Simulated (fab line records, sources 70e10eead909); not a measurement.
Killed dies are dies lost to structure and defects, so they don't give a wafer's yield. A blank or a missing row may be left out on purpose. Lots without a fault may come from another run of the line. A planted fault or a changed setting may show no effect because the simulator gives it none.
Chamber matching | flow nand_harc | NHARC_A_M0_DESCUM_14 on rie_diel-10: 4 sister chambers
The step chemistry O2, time 3 s. 18 wafers are shown with their chamber, then 9 later ones without.

WAFERS WITH THEIR CHAMBER
wafer  | chamber | drypump_motor_current_A (A) | oes_product_au (a.u.) | o2_flow_sccm (sccm)
L078.2 | 0       | 4.9                         | 1.002                 | 201.3
L078.5 | 3       | 5.0                         | 1.017                 | 199.6
L078.6 | 0       | 5.0                         | 1.003                 | 200.3
L075.3 | 0       | 5.0                         | 1.008                 | 200.3
L075.5 | 0       | 5.0                         | 1.005                 | 200.2
L075.6 | 1       | 5.6                         | 0.992                 | 200.1
L076.1 | 0       | 5.0                         | 0.997                 | 200.6
L076.4 | 1       | 5.6                         | 1.004                 | 200.1
L076.6 | 0       | 5.0                         | 1.000                 | 200.4
L081.3 | 0       | 5.0                         | 1.010                 | 199.6
L081.4 | 1       | 5.6                         | 0.999                 | 200.1
L081.6 | 0       | 5.0                         | 0.997                 | 200.8
L080.1 | 1       | 5.6                         | 0.999                 | 199.3
L080.2 | 3       | 5.0                         | 1.011                 | 198.5
L080.3 | 2       | 6.4                         | 0.997                 | 200.1
L084.1 | 3       | 5.0                         | 1.013                 | 199.3
L084.4 | 1       | 5.6                         | 1.002                 | 201.4
L084.5 | 0       | 5.0                         | 1.004                 | 199.8

SIGNATURES (means of the wafers above)
reading                 | chamber 0 | chamber 1 | chamber 2 | chamber 3 | scatter within a chamber
drypump_motor_current_A | 4.989     | 5.600     | 6.400     | 5.000     | 0.0252
oes_product_au          | 1.00289   | 0.99920   | 0.99700   | 1.01367   | 0.00433
o2_flow_sccm            | 200.367   | 200.200   | 200.100   | 199.133   | 0.597
Rule: a wafer's distance from a chamber is the root of the sum, over the readings, of the square of ((its reading less the chamber's mean) divided by the reading's scatter). The wafer belongs to the nearest chamber; if the next one is less than 2 further off, it can't be placed. The scatter: the root of (the sum of the squares of (reading less its chamber's mean) over the shown wafers, divided by (wafers less chambers)).

WAFERS WITHOUT THEIR CHAMBER
wafer  | drypump_motor_current_A (A) | oes_product_au (a.u.) | o2_flow_sccm (sccm)
L088.4 | 5.6                         | 1.001                 | 200.1
L088.5 | 5.0                         | 1.018                 | 199.2
L088.6 | 6.4                         | 1.007                 | 200.2
L095.2 | 6.4                         | 1.002                 | 199.8
L095.4 | 4.9                         | 1.009                 | 200.1
L095.6 | 6.4                         | 1.005                 | 200.0
L092.2 | 4.9                         | 0.978                 | 200.2
L092.3 | 6.4                         | 0.992                 | 200.8
L092.6 | 5.0                         | 0.996                 | 200.6

WHICH CHAMBER EACH WENT THROUGH
wafer  | from the rows above     | in truth
L088.4 | 1                       | 1
L088.5 | 3                       | 3
L088.6 | 2                       | 2
L095.2 | 2                       | 2
L095.4 | can't be placed: 0 or 3 | 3
L095.6 | 2                       | 2
L092.2 | 0                       | 0
L092.3 | 2                       | 2
L092.6 | 0                       | 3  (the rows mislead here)
Placed correctly: 7 of 9. Can't be placed from these rows: 1 (the true chamber is among the candidates in 1). Placed wrongly: 1.
